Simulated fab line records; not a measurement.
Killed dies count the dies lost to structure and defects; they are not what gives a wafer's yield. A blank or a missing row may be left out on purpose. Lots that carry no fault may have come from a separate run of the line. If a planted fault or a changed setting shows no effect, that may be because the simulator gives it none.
3 desks, one fault -- flow n5_finfet -- only its own numbers are on each desk; what lay behind them is given at the end

## AT THE METROLOGY DESK
Means of the sampled wafers that have a number, per lot and without regard to the tool the lot ran on: this is what the gauges read. Any lot whose mean is over 4 standard deviations away from the usual mean is out of limits and marked OUT; that distance is given in the brackets.
Columns: A = cd_nm at N5_PASSIVATION_CD_MEAS_10, usual 3000 nm; B = TV_OVL at N5_PASSIVATION_OVL_MEAS_60, usual -3 nm
lot,first seen here,A,B
L648,day 12 23:26,3005,-7
L653,day 14 06:16,3003,0
L656,day 14 20:52,3004,1
L664,day 17 13:48,3002,1
L667,day 18 01:45,2998,-8
Result from this desk: across the 5 lots, nothing is out of limits.

## THE TOOL OWNER'S DESK: rie_diel-02
The tool's own readings at N5_PASSIVATION_ETCH_15 (etches SiCN in CF4/N2, target depth 75 nm, time 81.2 s): means of the sampled wafers that have a number, for each lot that ran on this tool. Any lot whose mean is over 4 standard deviations away from the usual mean is out of limits and marked OUT; that distance is given in the brackets.
Columns: A = bias_w at N5_PASSIVATION_ETCH_15, usual 69.99 W; B = drypump_motor_current_A at N5_PASSIVATION_ETCH_15, usual 5.8 A; C = mfc_ar_sccm at N5_PASSIVATION_ETCH_15, usual 100.0 sccm; D = oes_product_au at N5_PASSIVATION_ETCH_15, usual 0.78 a.u.; E = rf_vpp_V at N5_PASSIVATION_ETCH_15, usual 382.7 V; F = showerhead_plenum_p_Torr at N5_PASSIVATION_ETCH_15, usual 2.22 Torr; G = throttle_valve_pct at N5_PASSIVATION_ETCH_15, usual 15.40 %
lot,first seen here,A,B,C,D,E,F,G
L648,day 13 00:10,70.14,5.2,100.0,0.72,381.3,2.19,15.61
L653,day 14 07:06,69.95,5.6,100.1,0.73,382.5,2.22,15.69
L656,day 14 21:26,72.87 (+13) OUT,6.2,100.0,0.82,392.4 (+5.4) OUT,2.26,15.19
This desk's finding: out of limits on L656; first on L656, day 14 21:26 (bias_w at N5_PASSIVATION_ETCH_15). Within limits: L648, L653.

## THE DEFECT DESK
What the inspections along the route counted, lot by lot: means of the sampled wafers that have a number. Any lot whose mean is over 4 standard deviations away from the usual mean is out of limits and marked OUT; that distance is given in the brackets.
Columns: A = raw_defect_count at N5_PASSIVATION_INSPECT_61, usual 2.1
lot,first seen here,A
L648,day 12 23:29,1.7
L653,day 14 06:19,3.3
L656,day 14 20:56,0.7
L664,day 17 13:51,0.7
L667,day 18 01:48,2.3
Result from this desk: across the 5 lots, nothing is out of limits.

## ALL TOGETHER
On L656, at day 14 21:26, an alarm was possible from the tool owner's desk.
Metrology desk: nothing out of limits seen.
Nothing the defect desk looked at was out of limits.
The metrology desk has L656 on record, within its limits.
The defect desk has L656 on record, within its limits.
On rie_diel-02, each named lot ran N5_PASSIVATION_ETCH_15.

## WHAT THE SIMULATOR HAD INSERTED
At N5_PASSIVATION_ETCH_15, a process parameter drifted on rie_diel-02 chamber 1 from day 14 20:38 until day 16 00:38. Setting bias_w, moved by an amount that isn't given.
Shown lots that were struck: L656.
Delay in hours, fault start to first out-of-limits reading, by desk: the tool owner's desk at 1.
